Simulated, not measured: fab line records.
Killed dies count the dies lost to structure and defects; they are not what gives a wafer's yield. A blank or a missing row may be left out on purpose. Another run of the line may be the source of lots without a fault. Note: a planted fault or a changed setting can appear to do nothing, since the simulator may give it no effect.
fab line records -- flow nandHarc
record lots=24, wafers=72, lastDay=25
route steps=1159 shown A_STAIRCASE@595
lots that met no fault: from a run of the same line without faults
startH: hours from the record's opening day to when the first of the lot's shown wafers began -- waitH: hours since the lot's step before -- " the same as in the row above -- L1.1+2: one row covering several wafers at once -- - no value, or no start given -- * or withheld: withheld -- < > ~ a bound
route shown NAME@n: names a module that has steps shown in the file, with the first one's number in the route -- usual: mean and standard deviation over wafers with no fault -- same: alike in all rows -- chamber/n: place in a boat -- sites: readings site by site -- _std_site: their standard deviation -- _edge_site: outer sites' mean less inner sites' -- radiusMm: how far each site lies from the wafer's centre -- mask NAME#n: copy n -- behind: tool/chamber where the wafer was last shaped -- hold: cause of the lot's hold/its duration in hours/its outcome -- device: whichever transistor did not switch (one of n, p or np) -- end of line: tests of these same wafers at the route's end -- for a step that has no rows: nothing shown but its recipe -- killed: dies lost to structure and defects at the first sort, not the wafer's yield -- map: a wafer's dies, x killed, . not, _ none there
set.NAME: setting as actually run; set.NAME@STEP: the setting as run at that earlier step -- model.NAME: the simulator's own value behind a step, which no gauge read
the route's steps for a sample of lots (tables are steps, rows are wafers)
services: when a tool's chamber went out of use (startH, in hours from the record's first day, below 0 if earlier), for how many hours, and the reason
## steps
# step NHARC_A_STAIRCASE_ETCH_201
# recipe targetDepthA=1000, timeS=40.5, ionEnergyEv=400, c4f8FlowSccm=20, o2FlowSccm=10, arFlowSccm=withheld, rfW=600, biasW=1000, chemistry=C4F8/O2
# usual oesProductAu=0.943/0.016, rfVppV=893/5
lot.wafer,tool,chamber,startH,waitH,oesProductAu,rfHoursCounterH,rfVppV
L074.4,rieDiel-05,1,-,-,0.950,26,902
L074.2,rieDiel-05,2,-,-,0.959,27,892
L074.6,rieDiel-05,3,-,-,0.936,-,892
L075.4,rieDiel-13,1,-,-,0.934,47,893
L075.5,rieDiel-13,1,-,-,0.929,-,893
L075.6,rieDiel-13,2,-,-,0.932,-,896
L076.4,rieDiel-05,0,-,-,0.919,28,892
L076.1,rieDiel-05,1,-,-,0.945,31,904
L076.6,rieDiel-05,0,-,-,0.922,-,890
L078.3,rieDiel-05,1,-,-,0.937,34,902
L078.5,rieDiel-05,0,-,-,0.920,-,892
L078.6,rieDiel-05,1,-,-,0.938,-,903
L077.3,rieDiel-08,2,-,-,0.936,44,889
L077.6,rieDiel-08,0,-,-,0.957,-,891
L077.5,rieDiel-08,1,-,-,0.976,-,889
L079.1,rieDiel-08,2,-,-,0.947,47,889
L079.2,rieDiel-08,0,-,-,0.953,49,890
L079.5,rieDiel-08,2,-,-,0.948,-,890
L082.3,rieDiel-08,2,-,-,0.942,58,891
L082.4,rieDiel-08,1,-,-,0.969,-,887
L082.5,rieDiel-08,2,-,-,0.948,-,889
L080.3,rieDiel-05,3,-,-,0.942,38,893
L080.2,rieDiel-05,0,-,-,0.939,43,890
L080.1,rieDiel-05,1,-,-,0.950,44,901
L081.1,rieDiel-05,3,-,-,0.941,38,892
L081.4,rieDiel-05,1,-,-,0.943,44,902
L081.5,rieDiel-05,2,-,-,0.939,-,893
L083.2,rieDiel-13,2,-,-,0.930,4,894
L083.3,rieDiel-13,3,-,-,0.935,3,906
L083.5,rieDiel-13,2,-,-,0.927,-,894
L084.1,rieDiel-05,1,-,-,0.939,49,902
L084.2,rieDiel-05,2,-,-,0.958,48,892
L084.6,rieDiel-05,2,-,-,0.954,-,891
L085.2,rieDiel-05,3,-,-,0.934,42,892
L085.3,rieDiel-05,0,-,-,0.926,48,891
L085.1,rieDiel-05,1,-,-,0.953,50,903
L087.1,rieDiel-13,2,-,-,0.916,17,893
L087.4,rieDiel-13,3,-,-,0.941,16,905
L087.6,rieDiel-13,1,-,-,0.916,-,893
L086.2,rieDiel-08,1,-,-,0.970,5,889
L086.1,rieDiel-08,3,-,-,0.947,5,887
L086.6,rieDiel-08,2,-,-,0.922,-,890
L088.1,rieDiel-13,0,-,-,0.971,17,890
L088.3,rieDiel-13,2,-,-,0.926,20,893
L088.5,rieDiel-13,0,-,-,0.957,-,890
L090.3,rieDiel-05,2,-,-,0.943,59,892
L090.2,rieDiel-05,0,-,-,0.948,61,889
L090.6,rieDiel-05,2,-,-,0.956,-,891
L091.2,rieDiel-13,2,-,-,0.925,23,893
L091.3,rieDiel-13,0,-,-,0.953,21,890
L091.5,rieDiel-13,3,-,-,0.933,-,905
L089.4,rieDiel-08,1,-,-,0.961,12,890
L089.1,rieDiel-08,2,-,-,0.940,11,890
L089.5,rieDiel-08,2,-,-,0.939,-,889
L092.3,rieDiel-13,0,-,-,0.936,24,887
L092.6,rieDiel-13,3,-,-,0.922,-,905
L092.5,rieDiel-13,0,-,-,0.936,-,889
L094.2,rieDiel-05,0,-,-,0.945,1,890
L094.3,rieDiel-05,3,-,-,0.949,1,891
L094.5,rieDiel-05,0,-,-,0.936,-,890
L093.2,rieDiel-08,0,-,-,0.932,15,891
L093.4,rieDiel-08,1,-,-,0.955,17,888
L093.5,rieDiel-08,2,-,-,0.918,-,890
L095.3,rieDiel-13,0,-,-,0.952,29,889
L095.1,rieDiel-13,2,-,-,0.933,38,893
L095.5,rieDiel-13,0,-,-,0.952,-,889
L097.1,rieDiel-05,3,-,-,0.928,6,892
L097.6,rieDiel-05,3,-,-,0.925,-,891
L097.5,rieDiel-05,0,-,-,0.952,-,889
L096.3,rieDiel-05,3,-,-,0.954,7,892
L096.5,rieDiel-05,0,-,-,0.945,-,890
L096.6,rieDiel-05,1,-,-,0.974,-,901
# step NHARC_A_STAIRCASE_ETCH_230
# recipe targetDepthA=1000, timeS=40.5, ionEnergyEv=400, c4f8FlowSccm=20, o2FlowSccm=10, arFlowSccm=withheld, rfW=600, biasW=1000, chemistry=C4F8/O2
# usual oesProductAu=0.944/0.017, rfVppV=893/5.4
lot.wafer,tool,chamber,startH,waitH,oesProductAu,rfHoursCounterH,rfVppV
L074.4,rieDiel-08,1,-,-,0.976,39,888
L074.2,rieDiel-08,3,-,-,0.985,41,887
L074.6,rieDiel-08,2,-,-,0.930,-,890
L075.4,rieDiel-05,3,-,-,0.958,24,893
L075.6,rieDiel-05,3,-,-,0.950,-,892
L075.5,rieDiel-05,0,-,-,0.927,-,890
L076.1,rieDiel-13,0,-,-,0.930,51,889
L076.4,rieDiel-13,1,-,-,0.914,49,892
L076.6,rieDiel-13,0,-,-,0.930,-,890
L078.3,rieDiel-05,0,-,-,0.925,32,890
L078.5,rieDiel-05,2,-,-,0.949,-,895
L078.6,rieDiel-05,3,-,-,0.951,-,892
L077.3,rieDiel-08,3,-,-,0.968,50,888
L077.5,rieDiel-08,0,-,-,0.960,-,891
L077.6,rieDiel-08,1,-,-,0.963,-,890
L079.1,rieDiel-13,2,-,-,0.970,54,894
L079.2,rieDiel-13,3,-,-,0.963,55,905
L079.5,rieDiel-13,1,-,-,0.946,-,894
L082.3,rieDiel-05,0,-,-,0.948,45,890
L082.4,rieDiel-05,2,-,-,0.952,46,891
L082.5,rieDiel-05,1,-,-,0.948,-,904
L080.2,rieDiel-08,3,-,-,0.943,58,887
L080.1,rieDiel-08,0,-,-,0.961,60,889
L080.3,rieDiel-08,1,-,-,0.961,63,888
L081.4,rieDiel-13,2,-,-,0.939,4,894
L081.1,rieDiel-13,3,-,-,0.960,4,906
L081.5,rieDiel-13,2,-,-,0.932,-,895
L083.3,rieDiel-13,2,-,-,0.940,6,894
L083.2,rieDiel-13,0,-,-,0.963,5,890
L083.5,rieDiel-13,2,-,-,0.930,-,893
L084.2,rieDiel-05,2,-,-,0.955,49,892
L084.1,rieDiel-05,1,-,-,0.948,50,903
L084.6,rieDiel-05,2,-,-,0.956,-,892
L085.2,rieDiel-13,3,-,-,0.927,12,904
L085.1,rieDiel-13,0,-,-,0.949,10,890
L085.3,rieDiel-13,1,-,-,0.930,11,893
L087.4,rieDiel-08,0,-,-,0.941,6,889
L087.1,rieDiel-08,1,-,-,0.949,6,888
L087.6,rieDiel-08,3,-,-,0.949,-,888
L086.2,rieDiel-08,1,-,-,0.954,7,888
L086.1,rieDiel-08,2,-,-,0.932,6,890
L086.6,rieDiel-08,1,-,-,0.957,-,888
L088.1,rieDiel-08,2,-,-,0.927,8,889
L088.3,rieDiel-08,3,-,-,0.963,8,888
L088.5,rieDiel-08,2,-,-,0.928,-,889
L090.3,rieDiel-05,3,-,-,0.948,54,891
L090.2,rieDiel-05,1,-,-,0.949,62,902
L090.6,rieDiel-05,3,-,-,0.954,-,892
L089.1,rieDiel-13,0,-,-,0.953,22,889
L089.4,rieDiel-13,3,-,-,0.943,23,903
L089.5,rieDiel-13,1,-,-,0.927,-,892
L091.2,rieDiel-13,3,-,-,0.933,23,905
L091.3,rieDiel-13,0,-,-,0.962,22,890
L091.5,rieDiel-13,2,-,-,0.931,-,895
L092.3,rieDiel-13,3,-,-,0.938,26,904
L092.5,rieDiel-13,3,-,-,0.932,-,904
L092.6,rieDiel-13,0,-,-,0.954,-,889
L094.3,rieDiel-05,3,-,-,0.962,2,890
L094.2,rieDiel-05,0,-,-,0.972,3,891
L094.5,rieDiel-05,2,-,-,0.969,-,892
L093.2,rieDiel-13,1,-,-,0.917,31,892
L093.5,rieDiel-13,3,-,-,0.928,-,903
L093.4,rieDiel-13,2,-,-,0.917,-,893
L095.1,rieDiel-13,1,-,-,0.917,38,892
L095.3,rieDiel-13,3,-,-,0.931,38,905
L095.5,rieDiel-13,1,-,-,0.911,-,892
L097.1,rieDiel-13,0,-,-,0.949,32,889
L097.5,rieDiel-13,3,-,-,0.929,-,905
L097.6,rieDiel-13,0,-,-,0.949,-,889
L096.3,rieDiel-05,3,-,-,0.936,9,891
L096.6,rieDiel-05,2,-,-,0.956,-,892
L096.5,rieDiel-05,3,-,-,0.937,-,890
# step NHARC_A_STAIRCASE_ETCH_236
# recipe targetDepthA=1000, timeS=40.5, ionEnergyEv=400, c4f8FlowSccm=20, o2FlowSccm=10, arFlowSccm=withheld, rfW=600, biasW=1000, chemistry=C4F8/O2
# usual oesProductAu=0.938/0.014, rfVppV=893/5.4
lot.wafer,tool,chamber,startH,waitH,oesProductAu,rfHoursCounterH,rfVppV
L074.2,rieDiel-08,3,-,-,0.956,42,887
L074.4,rieDiel-08,1,-,-,0.952,40,890
L074.6,rieDiel-08,0,-,-,0.953,-,891
L075.4,rieDiel-05,0,-,-,0.932,30,892
L075.5,rieDiel-05,3,-,-,0.934,-,892
L075.6,rieDiel-05,0,-,-,0.929,-,891
L076.4,rieDiel-13,0,-,-,0.938,52,889
L076.1,rieDiel-13,1,-,-,0.925,50,892
L076.6,rieDiel-13,3,-,-,0.920,-,904
L078.3,rieDiel-05,3,-,-,0.927,27,893
L078.6,rieDiel-05,1,-,-,0.934,-,902
L078.5,rieDiel-05,2,-,-,0.943,-,892
L077.3,rieDiel-08,3,-,-,0.940,51,887
L077.6,rieDiel-08,2,-,-,0.913,-,890
L077.5,rieDiel-08,3,-,-,0.943,-,886
L079.1,rieDiel-13,0,-,-,0.932,57,890
L079.2,rieDiel-13,2,-,-,0.931,55,894
L079.5,rieDiel-13,1,-,-,0.927,-,893
L082.4,rieDiel-05,3,-,-,0.937,40,891
L082.3,rieDiel-05,0,-,-,0.940,46,891
L082.5,rieDiel-05,2,-,-,0.955,-,892
L080.2,rieDiel-08,1,-,-,0.973,63,889
L080.1,rieDiel-08,2,-,-,0.939,61,889
L080.3,rieDiel-08,0,-,-,0.966,60,891
L081.1,rieDiel-13,2,-,-,0.927,5,892
L081.4,rieDiel-13,3,-,-,0.938,4,906
L081.5,rieDiel-13,3,-,-,0.931,-,904
L083.3,rieDiel-13,1,-,-,0.927,6,894
L083.2,rieDiel-13,3,-,-,0.937,5,905
L083.5,rieDiel-13,0,-,-,0.948,-,891
L084.2,rieDiel-05,0,-,-,0.921,49,892
L084.1,rieDiel-05,2,-,-,0.953,50,893
L084.6,rieDiel-05,0,-,-,0.923,-,891
L085.2,rieDiel-13,2,-,-,0.949,12,893
L085.3,rieDiel-13,3,-,-,0.946,12,906
L085.1,rieDiel-13,0,-,-,0.957,11,890
L087.1,rieDiel-08,1,-,-,0.944,7,887
L087.4,rieDiel-08,0,-,-,0.933,7,890
L087.6,rieDiel-08,1,-,-,0.950,-,888
L086.1,rieDiel-08,1,-,-,0.965,7,888
L086.2,rieDiel-08,2,-,-,0.937,7,890
L086.6,rieDiel-08,3,-,-,0.965,-,887
L088.3,rieDiel-08,3,-,-,0.954,9,888
L088.1,rieDiel-08,1,-,-,0.947,8,888
L088.5,rieDiel-08,1,-,-,0.957,-,888
L090.2,rieDiel-05,0,-,-,0.949,63,891
L090.3,rieDiel-05,2,-,-,0.960,60,892
L090.6,rieDiel-05,1,-,-,0.930,-,902
L089.1,rieDiel-13,0,-,-,0.951,23,889
L089.4,rieDiel-13,1,-,-,0.926,24,891
L089.5,rieDiel-13,0,-,-,0.943,-,888
L091.3,rieDiel-13,3,-,-,0.949,24,903
L091.2,rieDiel-13,1,-,-,0.920,25,892
L091.5,rieDiel-13,3,-,-,0.933,-,903
L092.3,rieDiel-13,2,-,-,0.927,28,892
L092.6,rieDiel-13,3,-,-,0.929,-,905
L092.5,rieDiel-13,0,-,-,0.938,-,891
L094.3,rieDiel-05,2,-,-,0.944,3,893
L094.2,rieDiel-05,3,-,-,0.931,3,891
L094.5,rieDiel-05,1,-,-,0.946,-,902
L093.2,rieDiel-13,2,-,-,0.929,33,893
L093.5,rieDiel-13,2,-,-,0.913,-,894
L093.4,rieDiel-13,1,-,-,0.928,-,893
L095.3,rieDiel-13,0,-,-,0.942,31,889
L095.1,rieDiel-13,2,-,-,0.918,40,893
L095.5,rieDiel-13,0,-,-,0.937,-,889
L097.1,rieDiel-13,0,-,-,0.932,32,888
L097.5,rieDiel-13,0,-,-,0.943,-,889
L097.6,rieDiel-13,1,-,-,0.909,-,893
L096.3,rieDiel-05,3,-,-,0.947,9,891
L096.6,rieDiel-05,2,-,-,0.953,-,893
L096.5,rieDiel-05,3,-,-,0.931,-,892
# step NHARC_A_STAIRCASE_DESCUM_252
# recipe timeS=3, o2FlowSccm=200, arFlowSccm=0, biasPowerW=0, chemistry=O2
# usual drypumpMotorCurrentA=5.8/0.49, oesProductAu=0.998/0.014, rfVppV=57.7/0.91, showerheadPlenumPTorr=1.89/0.091, throttleValvePct=11.312/0.0097
lot.wafer,tool,chamber,startH,waitH,drypumpMotorCurrentA,oesProductAu,rfHoursCounterH,rfVppV,showerheadPlenumPTorr,throttleValvePct
L074.4,rieDiel-05,3,245.03,-,5.8,1.000,21,58.0,1.85,11.316
L074.2,rieDiel-05,1,245.03,-,6.5,0.991,29,58.4,2.02,11.305
L074.6,rieDiel-05,2,245.03,-,6.1,1.010,-,58.9,1.87,11.306
L075.4,rieDiel-05,1,257.12,-,6.5,0.996,33,57.4,2.02,11.309
L075.6,rieDiel-05,0,257.12,-,5.4,0.980,-,57.4,1.84,11.305
L075.5,rieDiel-05,1,257.12,-,6.5,0.997,-,57.4,2.02,11.319
L076.1,rieDiel-08,2,258.47,-,5.0,0.982,43,58.6,1.82,11.322
L076.4,rieDiel-08,0,258.47,-,5.4,1.005,45,57.8,1.83,11.315
L076.6,rieDiel-08,2,258.47,-,5.0,0.981,-,58.6,1.82,11.308
L078.3,rieDiel-08,0,265.27,-,5.4,1.015,48,57.6,1.83,11.316
L078.6,rieDiel-08,3,265.27,-,5.3,1.008,-,57.0,1.78,11.311
L078.5,rieDiel-08,0,265.27,-,5.4,1.019,-,57.9,1.83,11.320
L077.3,rieDiel-05,0,266.90,-,5.4,0.985,34,57.8,1.83,11.301
L077.5,rieDiel-05,0,266.90,-,5.4,0.993,-,57.3,1.83,11.304
L077.6,rieDiel-05,1,266.90,-,6.5,1.003,-,56.2,2.02,11.294
L079.2,rieDiel-05,1,272.65,-,6.5,1.018,38,57.3,2.02,11.326
L079.1,rieDiel-05,2,272.65,-,6.1,1.010,38,58.4,1.87,11.312
L079.5,rieDiel-05,1,272.65,-,6.5,1.025,-,59.2,2.02,11.304
L082.4,rieDiel-13,1,294.25,-,6.0,0.985,5,57.5,1.86,11.313
L082.3,rieDiel-13,3,294.25,-,6.1,0.986,5,57.3,2.06,11.328
L082.5,rieDiel-13,1,294.25,-,6.0,0.972,-,56.7,1.86,11.325
L080.1,rieDiel-13,3,294.93,-,6.1,0.982,5,56.9,2.06,11.309
L080.2,rieDiel-13,0,294.93,-,6.2,0.999,5,56.9,1.81,11.312
L080.3,rieDiel-13,1,294.93,-,6.0,0.979,5,57.9,1.86,11.315
L081.1,rieDiel-13,1,295.38,-,6.0,0.979,5,57.0,1.86,11.309
L081.4,rieDiel-13,2,295.38,-,5.0,0.992,6,57.2,1.88,11.300
L081.5,rieDiel-13,3,295.38,-,6.2,0.998,-,58.6,2.06,11.315
L083.2,rieDiel-13,3,298.33,-,6.1,0.990,6,57.9,2.06,11.316
L083.3,rieDiel-13,0,298.33,-,6.1,1.015,6,57.8,1.81,11.321
L083.5,rieDiel-13,0,298.33,-,6.2,1.012,-,58.8,1.81,11.312
L084.2,rieDiel-13,3,305.35,-,6.2,0.998,10,59.4,2.05,11.286
L084.1,rieDiel-13,0,305.35,-,6.1,1.015,8,57.4,1.81,11.321
L084.6,rieDiel-13,1,305.35,-,6.0,0.982,-,57.2,1.86,11.285
L085.1,rieDiel-13,2,310.23,-,5.0,0.991,12,58.5,1.87,11.305
L085.2,rieDiel-13,3,310.23,-,6.2,1.005,12,58.2,2.05,11.321
L085.3,rieDiel-13,1,310.23,-,6.0,0.977,11,58.3,1.86,11.315
L087.1,rieDiel-13,3,326.65,-,6.1,1.001,18,58.4,2.05,11.319
L087.4,rieDiel-13,0,326.65,-,6.2,1.017,18,58.0,1.81,11.325
L087.6,rieDiel-13,2,326.65,-,5.0,0.989,-,57.8,1.87,11.313
L086.1,rieDiel-13,0,327.90,-,6.2,1.011,18,56.1,1.81,11.305
L086.2,rieDiel-13,1,327.90,-,6.0,0.979,19,55.7,1.86,11.304
L086.6,rieDiel-13,3,327.90,-,6.1,1.002,-,59.1,2.05,11.315
L088.1,rieDiel-13,0,331.62,-,6.2,1.016,18,58.4,1.81,11.306
L088.3,rieDiel-13,2,331.62,-,5.0,0.987,20,58.1,1.87,11.328
L088.5,rieDiel-13,1,331.62,-,6.0,0.982,-,58.1,1.86,11.316
L090.2,rieDiel-05,1,334.90,-,6.6,0.995,62,58.6,2.01,11.319
L090.3,rieDiel-05,3,334.90,-,5.7,0.997,54,57.6,1.84,11.328
L090.6,rieDiel-05,2,334.90,-,6.1,1.008,-,56.6,1.86,11.323
L089.4,rieDiel-08,3,348.27,-,5.3,1.010,15,57.7,1.77,11.305
L089.1,rieDiel-08,1,348.27,-,6.0,1.005,13,56.4,1.79,11.300
L089.5,rieDiel-08,2,348.27,-,5.0,0.991,-,57.0,1.81,11.321
L091.2,rieDiel-08,2,348.72,-,5.0,1.000,14,56.1,1.81,11.297
L091.3,rieDiel-08,1,348.72,-,6.0,1.011,13,57.9,1.79,11.320
L091.5,rieDiel-08,2,348.72,-,5.0,0.992,-,58.8,1.81,11.317
L092.3,rieDiel-05,2,354.62,-,6.1,1.016,1,57.7,1.86,11.316
L092.6,rieDiel-05,2,354.62,-,6.1,1.007,-,57.6,1.86,11.309
L092.5,rieDiel-05,3,354.62,-,5.7,1.010,-,56.6,1.84,11.317
L094.2,rieDiel-05,0,360.41,-,5.4,0.992,4,58.2,1.82,11.311
L094.3,rieDiel-05,1,360.41,-,6.5,1.019,4,57.7,2.01,11.322
L094.5,rieDiel-05,0,360.41,-,5.4,0.982,-,56.2,1.82,11.316
L093.2,rieDiel-13,3,364.91,-,6.1,0.994,32,56.8,2.05,11.316
L093.4,rieDiel-13,2,364.91,-,5.0,0.985,-,56.8,1.87,11.303
L093.5,rieDiel-13,3,364.91,-,6.1,0.993,-,59.5,2.05,11.293
L095.1,rieDiel-13,0,381.38,-,6.2,1.001,32,56.0,1.80,11.292
L095.3,rieDiel-13,2,381.38,-,5.0,0.971,41,58.2,1.86,11.317
L095.5,rieDiel-13,0,381.38,-,6.2,1.005,-,57.2,1.80,11.295
L097.1,rieDiel-13,0,384.16,-,6.2,1.003,33,56.1,1.80,11.296
L097.6,rieDiel-13,2,384.16,-,5.0,0.988,-,57.5,1.86,11.309
L097.5,rieDiel-13,3,384.16,-,6.2,1.002,-,56.6,2.04,11.320
L096.3,rieDiel-13,2,386.55,-,5.0,0.979,43,58.7,1.86,11.320
L096.5,rieDiel-13,2,386.55,-,5.0,0.976,-,57.4,1.86,11.309
L096.6,rieDiel-13,3,386.55,-,6.1,1.001,-,58.1,2.04,11.309
# step NHARC_A_STAIRCASE_ALD_420
# recipe targetThkA=200, pulseTimeS=6, aldCycles=200, tempC=300, material=SiO2
# usual heaterPowerW=455/53, precursorPulseHeightRel=1.001/0.02
# same pulseTimeS=6
lot.wafer,tool,chamber,startH,waitH,heaterPowerW,precursorPulseHeightRel
L074.2,aldHk-03,0,267.20,-,363,1.006
L074.4,aldHk-03,1,267.20,-,529,0.953
L074.6,aldHk-03,1,267.20,-,538,0.969
L076.1,aldHk-03,0,275.22,-,358,1.016
L076.4,aldHk-03,1,275.22,-,519,1.046
L076.6,aldHk-03,0,275.22,-,352,1.016
L075.4,aldHk-01,1,276.16,-,410,1.029
L075.6,aldHk-01,2,276.16,-,445,1.006
L075.5,aldHk-01,3,276.16,-,459,0.982
L078.3,aldHk-03,3,283.04,-,525,0.974
L078.6,aldHk-03,2,283.04,-,432,1.029
L078.5,aldHk-03,3,283.04,-,553,0.973
L077.3,aldHk-03,0,287.33,-,366,1.010
L077.5,aldHk-03,1,287.33,-,538,0.996
L077.6,aldHk-03,2,287.33,-,437,0.991
L079.1,aldHk-03,1,291.83,-,534,1.014
L079.2,aldHk-03,2,291.83,-,437,0.977
L079.5,aldHk-03,0,291.83,-,358,1.036
L082.4,aldHk-01,2,321.71,-,460,1.009
L082.3,aldHk-01,3,321.71,-,442,1.022
L082.5,aldHk-01,0,321.71,-,457,1.018
L080.1,aldHk-01,3,322.34,-,432,0.997
L080.3,aldHk-01,0,322.34,-,456,1.001
L080.2,aldHk-01,1,322.34,-,409,1.019
L081.4,aldHk-04,1,327.74,-,498,0.984
L081.1,aldHk-04,3,327.74,-,457,1.003
L081.5,aldHk-04,2,327.74,-,417,0.999
L083.3,aldHk-04,3,328.85,-,442,1.006
L083.2,aldHk-04,2,328.85,-,414,0.986
L083.5,aldHk-04,0,328.85,-,437,1.031
L085.2,aldHk-01,3,330.92,-,449,0.991
L085.3,aldHk-01,1,330.92,-,405,1.014
L085.1,aldHk-01,2,330.92,-,451,0.991
L084.2,aldHk-04,1,331.08,-,505,1.002
L084.1,aldHk-04,2,331.08,-,436,0.978
L084.6,aldHk-04,1,331.08,-,503,0.992
L086.2,aldHk-03,1,345.63,-,538,1.015
L086.1,aldHk-03,2,345.63,-,427,0.976
L086.6,aldHk-03,0,345.63,-,374,1.004
L087.1,aldHk-04,1,345.63,-,496,0.986
L087.4,aldHk-04,2,345.63,-,426,0.998
L087.6,aldHk-04,3,345.63,-,453,0.998
L088.1,aldHk-04,1,349.12,-,493,1.037
L088.3,aldHk-04,3,349.12,-,451,1.008
L088.5,aldHk-04,0,349.12,-,456,1.000
L090.2,aldHk-01,3,351.77,-,447,0.983
L090.3,aldHk-01,0,351.77,-,455,1.002
L090.6,aldHk-01,3,351.77,-,440,0.972
L089.1,aldHk-03,1,366.44,-,539,0.999
L089.4,aldHk-03,3,366.44,-,511,0.970
L089.5,aldHk-03,0,366.44,-,374,0.988
L091.2,aldHk-03,3,371.29,-,507,1.020
L091.3,aldHk-03,0,371.29,-,375,1.047
L091.5,aldHk-03,3,371.29,-,515,0.974
L092.3,aldHk-03,3,375.46,-,495,1.005
L092.6,aldHk-03,2,375.46,-,422,0.999
L092.5,aldHk-03,3,375.46,-,509,0.987
L094.3,aldHk-03,2,380.49,-,417,0.989
L094.2,aldHk-03,3,380.49,-,513,0.999
L094.5,aldHk-03,1,380.49,-,541,1.000
L093.4,aldHk-03,0,385.66,-,363,0.974
L093.2,aldHk-03,1,385.66,-,531,0.982
L093.5,aldHk-03,0,385.66,-,377,1.019
L095.3,aldHk-03,0,402.60,-,374,0.991
L095.1,aldHk-03,1,402.60,-,535,0.961
L095.5,aldHk-03,0,402.60,-,370,1.018
L096.3,aldHk-04,2,408.08,-,419,0.991
L096.5,aldHk-04,0,408.08,-,458,0.992
L096.6,aldHk-04,1,408.08,-,519,0.978
L097.1,aldHk-04,3,410.31,-,445,0.983
L097.5,aldHk-04,0,410.31,-,453,1.048
L097.6,aldHk-04,1,410.31,-,509,1.014
# step NHARC_A_STAIRCASE_DEP_325
# recipe targetThkA=38000, tempC=400, targetThkNm=3800, teosFlowSccm=200, rfW=500, material=SiO2
# usual heaterPowerW=663/120
lot.wafer,tool,chamber,startH,waitH,heaterPowerW
L074.2,pecvd-04,2,295.17,0.4,591
L074.6,pecvd-04,1,295.17,0.4,736
L074.4,pecvd-04,2,295.17,0.4,522
L076.1,pecvd-01,0,301.32,0.3,816
L076.6,pecvd-01,1,301.32,0.3,518
L076.4,pecvd-01,2,301.32,0.3,533
L075.4,pecvd-04,2,301.41,0.3,513
L075.5,pecvd-04,0,301.41,0.3,686
L075.6,pecvd-04,1,301.41,0.3,731
L078.3,pecvd-04,1,306.13,0.1,806
L078.6,pecvd-04,1,306.13,0.1,740
L078.5,pecvd-04,0,306.13,0.1,671
L077.3,pecvd-04,0,311.93,0.3,828
L077.5,pecvd-04,1,311.93,0.3,738
L077.6,pecvd-04,0,311.93,0.3,662
L079.2,pecvd-04,2,315.19,0.1,606
L079.1,pecvd-04,0,315.19,0.1,824
L079.5,pecvd-04,2,315.19,0.1,502
L080.3,pecvd-01,0,347.09,0.1,807
L080.2,pecvd-01,1,347.09,0.1,533
L080.1,pecvd-01,2,347.09,0.1,565
L082.3,pecvd-03,1,347.12,0.1,591
L082.5,pecvd-03,1,347.12,0.1,499
L082.4,pecvd-03,0,347.12,0.1,616
L081.1,pecvd-04,1,347.28,0.3,859
L081.5,pecvd-04,2,347.28,0.3,514
L081.4,pecvd-04,0,347.28,0.3,672
L084.2,pecvd-03,0,357.13,0.1,769
L084.1,pecvd-03,1,357.13,0.1,570
L084.6,pecvd-03,2,357.13,0.1,710
L085.3,pecvd-04,0,357.18,0.1,761
L085.1,pecvd-04,1,357.18,0.1,860
L085.2,pecvd-04,2,357.18,0.1,636
L083.3,pecvd-01,2,357.21,0.1,648
L083.2,pecvd-01,0,357.21,0.1,680
L083.5,pecvd-01,1,357.21,0.1,527
L086.2,pecvd-01,2,367.87,0.2,620
L086.1,pecvd-01,0,367.87,0.2,716
L086.6,pecvd-01,2,367.87,0.2,528
L087.1,pecvd-03,0,367.97,0.3,720
L087.4,pecvd-03,1,367.97,0.3,497
L087.6,pecvd-03,0,367.97,0.3,612
L090.2,pecvd-01,0,373.39,0.1,796
L090.3,pecvd-01,1,373.39,0.1,639
L090.6,pecvd-01,1,373.39,0.1,520
L088.3,pecvd-04,1,373.48,0.2,915
L088.1,pecvd-04,2,373.48,0.2,610
L088.5,pecvd-04,0,373.48,0.2,688
L089.1,pecvd-01,0,390.16,0.1,799
L089.4,pecvd-01,0,390.16,0.1,645
L089.5,pecvd-01,2,390.16,0.1,517
L091.2,pecvd-04,1,399.02,0.1,880
L091.3,pecvd-04,0,399.02,0.1,781
L091.5,pecvd-04,2,399.02,0.1,504
L094.2,pecvd-01,1,399.19,0.2,632
L094.3,pecvd-01,2,399.19,0.2,560
L094.5,pecvd-01,2,399.19,0.2,520
L092.3,pecvd-03,0,399.28,0.3,637
L092.5,pecvd-03,0,399.28,0.3,606
L092.6,pecvd-03,1,399.28,0.3,485
L093.2,pecvd-04,1,414.91,0.1,915
L093.5,pecvd-04,1,414.91,0.1,722
L093.4,pecvd-04,2,414.91,0.1,484
L095.3,pecvd-04,0,436.29,0.2,819
L095.1,pecvd-04,1,436.29,0.2,812
L095.5,pecvd-04,0,436.29,0.2,702
L096.3,pecvd-03,1,436.60,0.5,639
L096.5,pecvd-03,1,436.60,0.5,493
L096.6,pecvd-03,2,436.60,0.5,718
L097.1,pecvd-01,2,436.61,0.5,654
L097.6,pecvd-01,2,436.61,0.5,530
L097.5,pecvd-01,0,436.61,0.5,606
## services
tool,chamber,startH,hours,kind
aldHk-01,-,216.59,1.0,repair
aldHk-01,-,228.79,10.0,pm
pecvd-04,-,230.87,0.7,repair
rieDiel-08,0,230.90,4.1,repair
rieDiel-13,0,231.10,-,clean
rieDiel-13,1,231.10,-,clean
pecvd-01,-,237.32,13.0,pm
rieDiel-08,2,253.28,3.2,repair
aldHk-03,-,254.14,0.8,repair
rieDiel-05,2,273.08,2.7,repair
rieDiel-13,-,276.04,9.0,pm
rieDiel-08,3,287.17,3.8,repair
pecvd-03,-,292.05,13.0,pm
aldHk-01,-,315.47,0.6,repair
aldHk-03,-,326.48,10.0,pm
rieDiel-08,0,328.04,12.9,repair
rieDiel-05,-,340.67,9.0,pm
rieDiel-05,3,358.94,11.9,repair
pecvd-04,1,362.13,5.7,repair
aldHk-04,-,365.27,10.0,pm
pecvd-04,-,376.36,13.0,pm
rieDiel-05,0,410.14,35.9,repair
pecvd-01,-,418.32,13.0,pm
rieDiel-05,-,420.80,0.5,repair
## key
fault none
